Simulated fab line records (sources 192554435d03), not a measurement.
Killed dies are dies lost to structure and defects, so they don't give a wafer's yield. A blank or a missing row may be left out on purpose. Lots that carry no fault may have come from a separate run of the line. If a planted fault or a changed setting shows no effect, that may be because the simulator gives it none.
Matching of chambers + flow n5_finfet + rie_diel-06 running N5_BEOL_M14_DESCUM_15: 4 sister chambers
The step chemistry O2, time 7.9 s. 4 wafers are shown with their chamber, then 8 later ones without.

WAFERS PAIRED WITH THEIR CHAMBERS
| wafer  | chamber | drypump_motor_current_A (A) |
|--------|---------|-----------------------------|
| L080.4 | 0       | 5.91                        |
| L087.5 | 2       | 5.50                        |
| L089.1 | 1       | 5.62                        |
| L091.1 | 3       | 5.14                        |

WAFERS WITH NO CHAMBER GIVEN
| wafer  | drypump_motor_current_A (A) |
|--------|-----------------------------|
| L091.2 | 5.65                        |
| L091.4 | 5.48                        |
| L092.2 | 5.12                        |
| L092.4 | 5.49                        |
| L092.5 | 5.50                        |
| L096.1 | 5.50                        |
| L096.3 | 5.63                        |
| L096.4 | 5.91                        |

THE CHAMBER EACH PASSED THROUGH
| wafer  | from the rows above | in truth |
|--------|---------------------|----------|
| L091.2 | 1                   | 1        |
| L091.4 | 2                   | 2        |
| L092.2 | 3                   | 3        |
| L092.4 | 2                   | 2        |
| L092.5 | 2                   | 2        |
| L096.1 | 2                   | 2        |
| L096.3 | 1                   | 1        |
| L096.4 | 0                   | 0        |
8 of 8 placed correctly. Can't be placed from these rows: 0. Number placed wrongly: 0.
How it was worked out, from the rows above alone: a wafer's distance from a chamber is the root of the sum, over the readings, of the square of ((its reading less the chamber's mean) divided by the reading's scatter). The wafer belongs to the nearest chamber; if the next one is less than 2 further off, it can't be placed. A chamber's mean is the mean of its shown wafers. The scatter (one wafer shown for each chamber): square how far every hidden wafer sits from the nearest shown wafer, average those squares and take the square root.
